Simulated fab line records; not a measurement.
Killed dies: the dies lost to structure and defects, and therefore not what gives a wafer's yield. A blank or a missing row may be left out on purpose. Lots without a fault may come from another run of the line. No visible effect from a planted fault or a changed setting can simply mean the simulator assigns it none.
Chamber matching    flow n5 finfet    4 sister chambers for N5_FIN_SAQP_MANDREL_ETCH_58 on rie si-03
The step etches a-Si in HBr/Cl2, stops on SiNx, target depth 45 nm, bt time 10 s, time 27 s. 8 wafers are shown with their chamber, then 10 later ones without.

## WAFERS PAIRED WITH THEIR CHAMBERS
wafer   chamber  throttle valve pct (%)  oes product au (a.u.)
L081.4  1        35.78                   0.719
L085.2  3        36.01                   0.687
L085.6  3        35.96                   0.701
L086.1  1        35.80                   0.707
L086.2  0        35.31                   0.718
L086.4  2        35.29                   0.691
L088.1  2        35.29                   0.685
L088.2  0        35.34                   0.699

## WAFERS WITHOUT THEIR CHAMBER
wafer   throttle valve pct (%)  oes product au (a.u.)
L088.4  35.80                   0.703
L090.1  35.79                   0.708
L090.4  35.25                   0.696
L090.6  35.25                   0.698
L091.1  36.00                   0.694
L091.3  35.33                   0.703
L091.4  35.26                   0.691
L092.2  35.27                   0.699
L092.4  35.79                   0.712
L092.6  35.97                   0.700

## WHICH CHAMBER EACH WENT THROUGH
wafer   from the rows above      in truth
L088.4  1                        1
L090.1  1                        1
L090.4  can't be placed: 2 or 0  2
L090.6  can't be placed: 2 or 0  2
L091.1  3                        3
L091.3  can't be placed: 0 or 2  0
L091.4  2                        2
L092.2  can't be placed: 2 or 0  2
L092.4  1                        1
L092.6  3                        3
6 of 10 placed correctly. Cannot be placed on the basis of these rows: 4; the candidates contain the true chamber in 4. Wrongly placed: 0.
How it was worked out, from the rows above alone: a wafer's distance from a chamber is the root of the sum, over the readings, of the square of ((its reading less the chamber's mean) divided by the reading's scatter). The wafer belongs to the nearest chamber; if the next one is less than 2 further off, it can't be placed. A chamber's mean is the mean of its shown wafers. The scatter is the square root of a quotient: the sum, over the shown wafers, of each reading's squared deviation from its chamber's mean, divided by wafers minus chambers.
